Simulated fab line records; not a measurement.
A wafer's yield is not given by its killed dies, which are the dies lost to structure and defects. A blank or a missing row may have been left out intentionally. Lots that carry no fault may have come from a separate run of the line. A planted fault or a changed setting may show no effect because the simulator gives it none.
Matching of chambers / flow nand-harc / 3 sister chambers for NHARC_THIN_TSV_DEP_47 on pecvd-03
The step deposits SiO2, target thk 200 nm. 6 wafers are shown with their chamber, then 9 later ones without.

WAFERS WITH THEIR CHAMBER
wafer=L286.1; chamber=2; throttle-valve-pct (%)=15.9
wafer=L288.5; chamber=0; throttle-valve-pct (%)=16.7
wafer=L288.6; chamber=1; throttle-valve-pct (%)=16.7
wafer=L289.2; chamber=2; throttle-valve-pct (%)=15.7
wafer=L289.3; chamber=0; throttle-valve-pct (%)=16.7
wafer=L289.5; chamber=1; throttle-valve-pct (%)=17.1

WAFERS WITH NO CHAMBER GIVEN
wafer=L299.3; throttle-valve-pct (%)=16.0
wafer=L299.4; throttle-valve-pct (%)=16.2
wafer=L299.5; throttle-valve-pct (%)=15.3
wafer=L300.1; throttle-valve-pct (%)=15.7
wafer=L300.3; throttle-valve-pct (%)=15.6
wafer=L300.5; throttle-valve-pct (%)=15.3
wafer=L301.2; throttle-valve-pct (%)=16.0
wafer=L301.4; throttle-valve-pct (%)=16.3
wafer=L301.6; throttle-valve-pct (%)=16.2

WHICH CHAMBER EACH WENT THROUGH
wafer=L299.3; from the rows above=2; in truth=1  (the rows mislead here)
wafer=L299.4; from the rows above=can't be placed: 2 or 0 or 1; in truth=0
wafer=L299.5; from the rows above=2; in truth=2
wafer=L300.1; from the rows above=2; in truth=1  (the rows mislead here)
wafer=L300.3; from the rows above=2; in truth=2
wafer=L300.5; from the rows above=2; in truth=2
wafer=L301.2; from the rows above=2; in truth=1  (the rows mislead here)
wafer=L301.4; from the rows above=can't be placed: 0 or 2 or 1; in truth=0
wafer=L301.6; from the rows above=can't be placed: 2 or 0 or 1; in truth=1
3 of 9 placed correctly. Not placeable from these rows: 3 (in 3, the candidates include the true chamber). Wrongly placed: 3.
How it was worked out, from the rows above alone: a wafer's distance from a chamber is the root of the sum, over the readings, of the square of ((its reading less the chamber's mean) divided by the reading's scatter). The wafer belongs to the nearest chamber; if the next one is less than 2 further off, it can't be placed. A chamber's mean is the mean of its shown wafers. The scatter is the square root of a quotient: the sum, over the shown wafers, of each reading's squared deviation from its chamber's mean, divided by wafers minus chambers.
